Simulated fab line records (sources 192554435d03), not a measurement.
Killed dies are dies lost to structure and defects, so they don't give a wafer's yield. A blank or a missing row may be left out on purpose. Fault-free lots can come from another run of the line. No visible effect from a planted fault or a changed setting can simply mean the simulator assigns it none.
fab line records	flow n5-finfet
record lots=11	wafers=33	last-day=17
route steps=1938 shown MOL_CONTACT_COAG@619 BEOL_M0_SAQP@643 BEOL_M4@1111 PASSIVATION@1936
lots with no fault: from the same line, run without faults
start-h: hours from the record's first day to the start of the lot's first wafer shown	wait-h: hours elapsed since this lot's preceding step	" the same as in the row above	L1.1+2: several wafers, shown together as one row	- value missing, or start not given	* or withheld: withheld	< > ~ a bound
route shown NAME@n: a module of which the file shows steps, and the number in the route of the first	usual: mean and standard deviation over wafers with no fault	same: alike in all rows	chamber/n: place in a boat	sites: readings site by site	_std_site: standard deviation across them	_edge_site: the outer-site mean with the inner-site mean subtracted	radius-mm: how far each site lies from the wafer's centre	mask NAME#n: copy n	behind: the most recent tool/chamber to have shaped the wafer	hold: reason for holding the lot/hours on hold/outcome of the hold	device: which transistor (n, p or np) failed to switch	end of line: the same wafers' tests at the end of the route	step lacking rows: just its recipe	killed: not the wafer's yield, but the dies lost to structure and defects at the first sort	map: dies across one wafer; x = killed, . = not, _ = none there
set.NAME: setting as actually run; set.NAME@STEP: the setting as run at that earlier step	model.NAME: the simulator's own value behind a step, which no gauge read
one table for each step of the route and one row for each wafer, over a sample of lots
services: the hour from which a tool's chamber was out of use, counted from the record's first day as start-h (under 0 if before that day), plus the number of hours and why
## steps
# step N5_MOL_CONTACT_COAG_STRIP_49
# recipe chemistry=N2/H2	time-s=30	power-w=1000	temp-c=250	pressure-mtorr=withheld	n2-flow-sccm=1750	h2-flow-sccm=3250
# usual drypump-motor-current-A=5.7/0.41	heater-power-w=330/34
lot.wafer	tool	chamber	start-h	wait-h	drypump-motor-current-A	heater-power-w	rf-hours-counter-h
L907.1	plasma-asher-01	0	111.44	-	5.6	321	49
L907.2	"	1	"	"	5.1	387	49
L907.4	"	1	"	"	5.1	383	-
L908.2	plasma-asher-01	0	121.25	-	5.6	317	53
L908.5	"	0	"	"	5.6	323	-
L908.6	"	1	"	"	5.1	395	-
L910.2	plasma-asher-01	0	127.59	-	5.6	312	56
L910.4	"	0	"	"	5.6	326	-
L910.5	"	1	"	"	5.1	392	-
L912.1	plasma-asher-01	0	145.43	-	5.6	319	59
L912.3	"	0	"	"	5.6	318	-
L912.5	"	1	"	"	5.1	393	-
L914.2	plasma-asher-02	0	158.21	-	5.7	298	95
L914.5	"	0	"	"	5.7	302	-
L914.6	"	1	"	"	6.3	319	-
L916.1	plasma-asher-01	1	168.17	-	5.1	400	65
L916.5	"	0	"	"	5.6	323	-
L916.6	"	1	"	"	5.1	382	-
L917.1	plasma-asher-01	1	173.21	-	5.1	386	66
L917.2	"	0	"	"	5.6	321	66
L917.3	"	0	"	"	5.6	331	-
L920.1	plasma-asher-02	0	192.36	-	5.7	298	101
L920.2	"	1	"	"	6.2	325	101
L920.5	"	1	"	"	6.2	322	-
L922.2	plasma-asher-01	1	200.89	-	5.1	393	71
L922.4	"	1	"	"	5.1	380	-
L922.5	"	0	"	"	5.6	319	-
L925.2	plasma-asher-02	0	224.67	-	5.7	298	107
L925.3	"	0	"	"	5.7	296	-
L925.5	"	1	"	"	6.2	315	-
L928.1	plasma-asher-02	0	248.99	-	5.7	303	114
L928.2	"	1	"	"	6.3	328	114
L928.3	"	0	"	"	5.7	296	-
# step N5_MOL_CONTACT_COAG_THK_MEAS_53
# recipe reads=SiO2_of_MOL_CONTACT_COAG_PECVD_31
# usual VIA_MOL_THK=43.9/0.59
lot.wafer	tool	chamber	start-h	wait-h	VIA_MOL_THK[nm]
L907.1	film-metro-02	-	112.33	-	43.7
L907.2	"	-	"	"	44.1
L907.4	"	-	"	"	44.5
L908.2	film-metro-02	-	122.15	-	44.3
L908.5	"	-	"	"	44.9
L908.6	"	-	"	"	45.0
L910.2	film-metro-02	-	128.49	-	44.0
L910.4	"	-	"	"	43.7
L910.5	"	-	"	"	44.5
L912.1	film-metro-02	-	146.32	-	43.4
L912.3	"	-	"	"	43.9
L912.5	"	-	"	"	43.4
L914.2	film-metro-02	-	159.12	-	42.8
L914.5	"	-	"	"	44.0
L914.6	"	-	"	"	43.6
L916.1	film-metro-01	-	169.06	-	43.4
L916.5	"	-	"	"	43.9
L916.6	"	-	"	"	43.9
L917.1	film-metro-02	-	174.11	-	43.7
L917.2	"	-	"	"	44.0
L917.3	"	-	"	"	43.9
L920.1	film-metro-02	-	193.25	-	43.8
L920.2	"	-	"	"	43.3
L920.5	"	-	"	"	44.2
L922.2	film-metro-01	-	201.78	-	43.4
L922.4	"	-	"	"	43.7
L922.5	"	-	"	"	43.6
L925.2	film-metro-02	-	225.56	-	42.7
L925.3	"	-	"	"	43.5
L925.5	"	-	"	"	43.8
L928.1	film-metro-02	-	249.88	-	43.1
L928.2	"	-	"	"	43.3
L928.3	"	-	"	"	43.3
# step N5_BEOL_M0_SAQP_COAT_08
# recipe resist=CAR-ArF	spin-rpm=1500	resist-thk-nm=90
# usual spin-speed-rpm=1500.2/0.97
lot.wafer	tool	chamber	start-h	wait-h	spin-speed-rpm
L907.1	litho-track-05	0	116.76	-	1499.5
L907.2	"	0	"	"	1501.0
L907.4	"	0	"	"	1500.4
L908.2	litho-track-04	0	127.94	-	1500.6
L908.5	"	0	"	"	1500.9
L908.6	"	0	"	"	1501.6
L910.2	litho-track-05	0	133.65	-	1500.0
L910.4	"	0	"	"	1499.1
L910.5	"	0	"	"	1499.6
L912.1	litho-track-04	0	152.75	-	1500.8
L912.3	"	0	"	"	1500.4
L912.5	"	0	"	"	1501.0
L914.2	litho-track-04	0	165.13	-	1501.0
L914.5	"	0	"	"	1501.5
L914.6	"	0	"	"	1499.6
L916.1	litho-track-04	0	174.63	-	1548.3
L916.5	"	0	"	"	1547.7
L916.6	"	0	"	"	1548.6
L917.1	litho-track-04	0	178.63	-	1547.1
L917.2	"	0	"	"	1546.4
L917.3	"	0	"	"	1546.1
L920.1	litho-track-05	0	200.37	-	1500.9
L920.2	"	0	"	"	1499.4
L920.5	"	0	"	"	1500.9
L922.2	litho-track-05	0	206.46	-	1498.9
L922.4	"	0	"	"	1500.5
L922.5	"	0	"	"	1499.9
L925.2	litho-track-01	0	230.23	-	1499.6
L925.3	"	0	"	"	1499.5
L925.5	"	0	"	"	1499.3
L928.1	litho-track-05	0	257.15	-	1499.8
L928.2	"	0	"	"	1499.4
L928.3	"	0	"	"	1501.0
# step N5_BEOL_M0_SAQP_CD_MEAS_14
# recipe target-cd-nm=42.5	landing-energy-ev=500	detector=se-inlens
# usual cd-nm=42.54/0.27
lot.wafer	tool	chamber	start-h	wait-h	cd-nm
L907.1	cd-sem-01	0	117.00	-	42.69
L907.2	"	0	"	"	42.75
L907.4	"	0	"	"	42.98
L908.2	cd-sem-03	0	128.31	-	42.64
L908.5	"	0	"	"	42.10
L908.6	"	0	"	"	42.69
L910.2	cd-sem-03	0	134.01	-	42.62
L910.4	"	0	"	"	42.59
L910.5	"	0	"	"	42.71
L912.1	cd-sem-01	0	152.99	-	42.85
L912.3	"	0	"	"	42.91
L912.5	"	0	"	"	42.61
L914.2	cd-sem-01	0	165.37	-	43.01
L914.5	"	0	"	"	42.58
L914.6	"	0	"	"	42.72
L916.1	cd-sem-03	0	174.87	-	42.66
L916.5	"	0	"	"	42.72
L916.6	"	0	"	"	42.30
L917.1	cd-sem-02	0	178.86	-	42.52
L917.2	"	0	"	"	42.29
L917.3	"	0	"	"	41.93
L920.1	cd-sem-03	0	200.74	-	42.25
L920.2	"	0	"	"	42.57
L920.5	"	0	"	"	42.00
L922.2	cd-sem-03	0	206.70	-	42.58
L922.4	"	0	"	"	42.24
L922.5	"	0	"	"	42.61
L925.2	cd-sem-01	0	230.60	-	42.98
L925.3	"	0	"	"	42.34
L925.5	"	0	"	"	42.78
L928.1	cd-sem-02	0	257.39	-	42.52
L928.2	"	0	"	"	42.85
L928.3	"	0	"	"	42.41
# step N5_BEOL_M4_RC_MEAS_101
# usual DIBL_N=36.4/1.3	DIBL_P=36.5/1.7	IOFF_N=0.154/0.022	IOFF_P=0.202/0.025	ION_N=671/9.8	ION_P=460/6.8	SS_N=71.6/0.54	SS_P=73.4/0.58	VT_N=250.9/2.8	VT_P=-251.4/2.7
lot.wafer	tool	chamber	start-h	wait-h	DIBL_N[mV/V]	DIBL_P[mV/V]	IOFF_N[nA/um]	IOFF_P[nA/um]	ION_N[uA/um]	ION_P[uA/um]	SS_N[mV/dec]	SS_P[mV/dec]	VT_N[mV]	VT_P[mV]
L907.1	prober-02	0	175.60	0.0	37.7	38.0	0.170	0.216	667	457	71.6	74.3	249.1	-252.6
L907.2	"	0	"	"	34.9	34.4	0.125	0.167	657	453	70.8	73.3	255.3	-256.2
L907.4	"	0	"	"	37.6	37.3	0.170	0.201	672	456	71.3	74.2	251.2	-253.2
L908.2	prober-02	0	182.20	0.2	39.3	38.5	0.174	0.185	669	447	72.4	74.5	252.2	-256.8
L908.5	"	0	"	"	36.8	36.2	0.132	0.155	662	446	71.7	72.9	253.1	-256.9
L908.6	"	0	"	"	35.7	34.4	0.116	0.142	657	444	71.4	73.5	258.6	-256.9
L910.2	prober-02	0	194.46	0.2	36.6	37.2	0.147	0.204	679	463	72.0	73.4	249.0	-249.7
L910.4	"	0	"	"	36.0	36.3	0.145	0.201	694	469	71.6	72.9	250.9	-250.8
L910.5	"	0	"	"	35.3	35.5	0.134	0.183	665	460	71.7	73.3	251.9	-252.3
L912.1	prober-02	0	220.06	0.0	35.0	35.0	0.147	0.186	666	460	71.6	73.4	252.3	-252.5
L912.3	"	0	"	"	35.8	36.2	0.169	0.206	679	465	71.2	73.2	249.0	-253.1
L912.5	"	0	"	"	35.1	34.2	0.147	0.174	666	449	71.5	73.8	252.8	-252.6
L914.2	prober-01	0	224.39	0.2	36.8	37.6	0.163	0.205	674	460	71.6	73.1	249.0	-249.7
L914.5	"	0	"	"	34.7	35.0	0.129	0.174	655	453	71.5	73.2	253.7	-253.0
L914.6	"	0	"	"	35.9	36.6	0.149	0.195	672	467	71.7	73.2	250.0	-250.1
L916.1	prober-02	0	228.32	0.0	36.7	37.2	0.154	0.200	664	453	71.4	73.1	250.5	-254.0
L916.5	"	0	"	"	35.6	36.0	0.136	0.178	664	461	71.0	73.7	254.1	-253.2
L916.6	"	0	"	"	36.3	37.2	0.152	0.200	668	459	71.6	73.6	250.8	-250.2
L917.1	prober-01	0	230.23	0.0	35.9	38.8	0.157	0.192	673	458	71.7	73.6	249.1	-254.4
L917.2	"	0	"	"	35.8	39.1	0.153	0.191	665	458	71.6	73.8	251.6	-251.8
L917.3	"	0	"	"	35.6	38.8	0.147	0.182	672	452	71.8	73.1	252.3	-254.5
L920.1	prober-01	0	261.24	0.0	37.2	35.4	0.176	0.210	665	452	72.6	73.9	250.9	-251.1
L920.2	"	0	"	"	35.0	34.6	0.140	0.197	667	457	72.0	73.3	252.5	-249.8
L920.5	"	0	"	"	36.2	35.3	0.156	0.205	663	456	71.8	73.6	250.5	-248.8
L922.2	prober-01	0	268.42	0.2	34.8	34.5	0.125	0.172	655	449	71.9	72.9	256.1	-255.7
L922.4	"	0	"	"	35.5	35.5	0.136	0.194	660	458	71.4	73.9	254.0	-254.8
L922.5	"	0	"	"	36.8	36.3	0.145	0.209	659	458	71.2	73.0	250.3	-253.4
L925.2	prober-01	0	295.86	0.2	37.1	35.6	0.163	0.198	661	449	71.9	73.7	250.8	-252.9
L925.3	"	0	"	"	37.6	37.3	0.188	0.241	676	463	71.9	74.4	244.2	-245.9
L925.5	"	0	"	"	37.2	37.7	0.193	0.248	687	469	71.4	73.6	246.1	-245.7
L928.1	prober-01	0	305.59	0.0	36.1	37.4	0.157	0.192	677	453	71.5	73.3	247.4	-252.0
L928.2	"	0	"	"	37.4	38.9	0.189	0.220	685	465	71.6	74.2	245.6	-250.3
L928.3	"	0	"	"	37.3	38.9	0.187	0.211	669	455	71.8	73.7	248.7	-251.6
# step N5_PASSIVATION_PROBE_49
# usual defect-limited-yield=91.1/1.3	killed_at_M0_to_M3=34/10	killed_at_M4_up=14/5.7	killed-at-contacts=12/5.9	killed-at-front-end=41/12	killed-at-other=4/3.1	killed-dies=105/15	killed-open=69/11	killed-short=35/7.8	sort_bin_5_function=5.3/0.81	sort_bin_6_memory=3.3/0.75	sort-n-pass=1075/15	sort-yield-pct=91.1/1.3
# same gross-dies=1180	killed-at-back-side=0	sort_bin_4_leakage[%]=0	sort_bin_8_speed[%]=0
lot.wafer	tool	chamber	start-h	wait-h	defect-limited-yield[%]	killed_at_M0_to_M3	killed_at_M4_up	killed-at-contacts	killed-at-front-end	killed-at-other	killed-dies	killed-open	killed-short	sort_bin_5_function[%]	sort_bin_6_memory[%]	sort-n-pass	sort-yield-pct[%]
L908.2	prober-02	-	282.13	0.1	90.9	41	5	23	35	3	107	75	31	6.3	2.5	1073	90.9
L908.5	prober-02	-	282.28	0.2	90.8	41	10	24	31	2	108	76	31	5.4	3.6	1072	90.8
L908.6	prober-02	-	282.33	0.3	91.6	46	6	16	30	1	99	66	30	5.3	2.5	1081	91.6
L910.2	prober-01	-	317.98	0.8	93.3	25	12	16	25	1	79	46	33	4.2	2.1	1101	93.3
L910.4	prober-01	-	318.08	0.9	90.9	32	14	10	49	2	107	67	40	6.1	2.8	1073	90.9
L910.5	prober-01	-	318.13	0.9	90.3	39	10	20	40	5	114	77	36	4.9	4.5	1066	90.3
L914.2	prober-01	-	324.55	0.1	92.1	20	20	13	37	3	93	75	17	4.0	3.7	1087	92.1
L914.5	prober-01	-	324.70	0.2	91.4	39	10	8	39	5	101	65	30	5.4	2.9	1079	91.4
L914.6	prober-01	-	324.75	0.3	89.2	48	14	13	47	5	127	79	44	5.0	5.6	1053	89.2
L916.1	prober-02	-	336.77	0.0	90.8	47	14	5	38	5	109	73	33	4.6	4.4	1071	90.8
L916.5	prober-02	-	336.97	0.2	90.1	51	18	16	26	6	117	84	33	6.0	3.7	1063	90.1
L916.6	prober-02	-	337.02	0.3	92.3	32	12	12	32	3	91	71	18	4.2	3.5	1089	92.3
L917.1	prober-02	-	343.66	0.0	91.0	25	21	12	42	6	106	66	39	5.0	3.6	1074	91.0
L917.2	prober-02	-	343.71	0.1	89.7	37	19	9	52	4	121	81	40	6.3	3.7	1059	89.7
L917.3	prober-02	-	343.76	0.1	89.4	27	10	15	63	10	125	82	41	5.7	4.5	1055	89.4
L925.2	prober-02	-	392.64	0.1	91.8	35	6	11	42	3	97	63	32	5.2	2.7	1083	91.8
L925.3	prober-02	-	392.69	0.1	92.0	39	13	17	23	2	94	53	40	4.5	3.2	1086	92.0
L925.5	prober-02	-	392.79	0.2	91.9	39	8	14	34	1	96	58	37	4.7	2.8	1084	91.9
# killed by level:class
L908.2 MOL_CONTACT_COAG:geometric-particle:open=21 BEOL_M2:geometric-particle:open=16 BEOL_M0_SAQP:geometric-particle:short=9 BEOL_M2:geometric-particle:short=7 GATE_CUT:geometric-particle:open=6 FIN_SAQP:geometric-particle:open=5 STI_FIN_REVEAL:geometric-particle:open=5 BEOL_M0_SAQP:geometric-particle:open=4
L908.5 MOL_CONTACT_COAG:geometric-particle:open=21 BEOL_M2:geometric-particle:open=10 BEOL_M3:geometric-particle:open=7 BEOL_M4:geometric-particle:open=7 BEOL_M0_SAQP:geometric-particle:short=6 FIN_SAQP:geometric-particle:open=4 STI_FIN_REVEAL:geometric-particle:open=4 DUMMY_GATE:geometric-particle:open=4
L908.6 MOL_CONTACT_COAG:geometric-particle:open=14 BEOL_M2:geometric-particle:open=11 BEOL_M0_SAQP:geometric-particle:short=11 BEOL_M1:geometric-particle:open=7 STI_FIN_REVEAL:geometric-particle:open=6 BEOL_M2:geometric-particle:short=6 BEOL_M4:geometric-particle:open=5 FIN_SAQP:geometric-particle:open=4
L910.2 MOL_CONTACT_COAG:geometric-particle:open=10 FIN_SAQP:geometric-particle:short=8 BEOL_M0_SAQP:geometric-particle:short=8 MOL_CONTACT_COAG:geometric-particle:short=6 FIN_SAQP:geometric-particle:open=6 BEOL_M4:geometric-particle:open=6 BEOL_M0_SAQP:geometric-particle:open=4 BEOL_M3:geometric-particle:short=4
L910.4 STI_FIN_REVEAL:geometric-particle:open=15 BEOL_M0_SAQP:geometric-particle:short=10 FIN_SAQP:geometric-particle:short=8 MOL_CONTACT_COAG:geometric-particle:open=8 BEOL_M0_SAQP:geometric-particle:open=8 BEOL_M4:geometric-particle:open=7 BEOL_M2:geometric-particle:open=6 ILD0:geometric-particle:open=4
L910.5 STI_FIN_REVEAL:geometric-particle:open=19 MOL_CONTACT_COAG:geometric-particle:open=17 BEOL_M0_SAQP:geometric-particle:short=11 BEOL_M0_SAQP:geometric-particle:open=11 BEOL_M1:geometric-particle:open=5 BEOL_M4:geometric-particle:open=4 PASS1_CAP:geometric-particle:short=4 FIN_SAQP:geometric-particle:open=3
L914.2 STI_FIN_REVEAL:geometric-particle:open=14 MOL_CONTACT_COAG:geometric-particle:open=11 BEOL_M4:geometric-particle:open=9 BEOL_M3:geometric-particle:open=8 FIN_SAQP:geometric-particle:open=6 BEOL_M0_SAQP:geometric-particle:open=4 DUMMY_GATE:geometric-particle:open=3 ILD0:geometric-particle:open=3
L914.5 BEOL_M0_SAQP:geometric-particle:short=10 BEOL_M0_SAQP:geometric-particle:open=9 BEOL_M2:geometric-particle:open=8 MOL_CONTACT_COAG:geometric-particle:open=7 DUMMY_GATE:geometric-particle:open=7 FIN_SAQP:geometric-particle:open=6 STI_FIN_REVEAL:geometric-particle:open=6 BEOL_M1:geometric-particle:short=4
L914.6 BEOL_M0_SAQP:geometric-particle:open=17 FIN_SAQP:geometric-particle:open=14 BEOL_M0_SAQP:geometric-particle:short=14 MOL_CONTACT_COAG:geometric-particle:open=12 FIN_SAQP:geometric-particle:short=10 STI_FIN_REVEAL:geometric-particle:open=7 BEOL_M3:geometric-particle:open=5 BEOL_M2:geometric-particle:open=5
L916.1 BEOL_M2:geometric-particle:open=14 STI_FIN_REVEAL:geometric-particle:open=10 BEOL_M1:geometric-particle:open=8 BEOL_M0_SAQP:geometric-particle:open=8 GATE_CUT:geometric-particle:short=6 BEOL_M3:geometric-particle:open=6 STARTING-WAFER:geometric-particle:open=5 BEOL_M0_SAQP:geometric-particle:short=5
L916.5 BEOL_M2:geometric-particle:open=19 MOL_CONTACT_COAG:geometric-particle:open=15 BEOL_M4:geometric-particle:open=14 BEOL_M0_SAQP:geometric-particle:short=9 BEOL_M1:geometric-particle:open=8 BEOL_M3:geometric-particle:open=6 BEOL_M0_SAQP:geometric-particle:open=5 GATE_CUT:geometric-particle:short=4
L916.6 MOL_CONTACT_COAG:geometric-particle:open=11 BEOL_M2:geometric-particle:open=11 ILD0:geometric-particle:open=7 BEOL_M0_SAQP:geometric-particle:open=6 DUMMY_GATE:geometric-particle:open=5 BEOL_M0_SAQP:geometric-particle:short=5 BEOL_M4:geometric-particle:open=5 BEOL_M5:geometric-particle:open=5
L917.1 BEOL_M4:geometric-particle:open=12 MOL_CONTACT_COAG:geometric-particle:open=10 FIN_SAQP:geometric-particle:short=8 FIN_SAQP:geometric-particle:open=7 BEOL_M0_SAQP:geometric-particle:open=6 STI_FIN_REVEAL:geometric-particle:open=5 ILD0:geometric-particle:short=5 BEOL_M1:geometric-particle:open=5
L917.2 FIN_SAQP:geometric-particle:short=12 STI_FIN_REVEAL:geometric-particle:open=12 FIN_SAQP:geometric-particle:open=11 BEOL_M4:geometric-particle:open=11 BEOL_M0_SAQP:geometric-particle:open=10 BEOL_M2:geometric-particle:open=8 BEOL_M0_SAQP:geometric-particle:short=8 MOL_CONTACT_COAG:geometric-particle:open=7
L917.3 STI_FIN_REVEAL:geometric-particle:open=16 MOL_CONTACT_COAG:geometric-particle:open=12 FIN_SAQP:geometric-particle:open=10 GATE_CUT:geometric-particle:short=8 BEOL_M4:geometric-particle:open=8 BEOL_M0_SAQP:geometric-particle:short=7 STARTING-WAFER:geometric-particle:open=7 BEOL_M2:geometric-particle:open=6
L925.2 STI_FIN_REVEAL:geometric-particle:open=10 BEOL_M3:geometric-particle:open=10 BEOL_M0_SAQP:geometric-particle:open=9 MOL_CONTACT_COAG:geometric-particle:open=7 BEOL_M0_SAQP:geometric-particle:short=7 FIN_SAQP:geometric-particle:open=4 STI_FIN_REVEAL:geometric-particle:short=4 GATE_CUT:geometric-particle:short=4
L925.3 BEOL_M0_SAQP:geometric-particle:short=15 MOL_CONTACT_COAG:geometric-particle:open=12 MOL_CONTACT_COAG:geometric-particle:short=5 BEOL_M0_SAQP:geometric-particle:open=5 BEOL_M3:geometric-particle:open=5 FIN_SAQP:geometric-particle:open=4 STI_FIN_REVEAL:geometric-particle:open=4 BEOL_M2:geometric-particle:short=4
L925.5 BEOL_M0_SAQP:geometric-particle:short=13 MOL_CONTACT_COAG:geometric-particle:open=11 BEOL_M0_SAQP:geometric-particle:open=9 DUMMY_GATE:geometric-particle:open=7 STI_FIN_REVEAL:geometric-particle:open=6 FIN_SAQP:geometric-particle:open=5 BEOL_M3:geometric-particle:open=5 STI_FIN_REVEAL:geometric-particle:short=4
## services
tool	chamber	start-h	hours	kind
plasma-asher-02	-	112.53	15.6	pm
litho-track-04	-	167.82	-	consumable-replace:filter
plasma-asher-01	-	208.67	0.9	repair
plasma-asher-01	-	246.73	1.9	repair
## key
first-sign step=N5_BEOL_M0_SAQP_COAT_08	reading=spin-speed-rpm	direction=up	sigmas=48	usual=*	struck=*
effect none on later readings
met-at N5_BEOL_M0_SAQP_COAT_08
struck-lots L916,L917
not-acting-at N5_MOL_CONTACT_COAG_STRIP_49,N5_MOL_CONTACT_COAG_THK_MEAS_53,N5_BEOL_M0_SAQP_CD_MEAS_14
onset-between 165.13 174.63
fault kind=process-parameter-drift	tool=litho-track-04	chamber=-	onset-h=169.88	steps=N5_BEOL_M0_SAQP_COAT_08	channel=spin-rpm	offset=*	shape=step	end-h=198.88	acts-in=*	stated=*
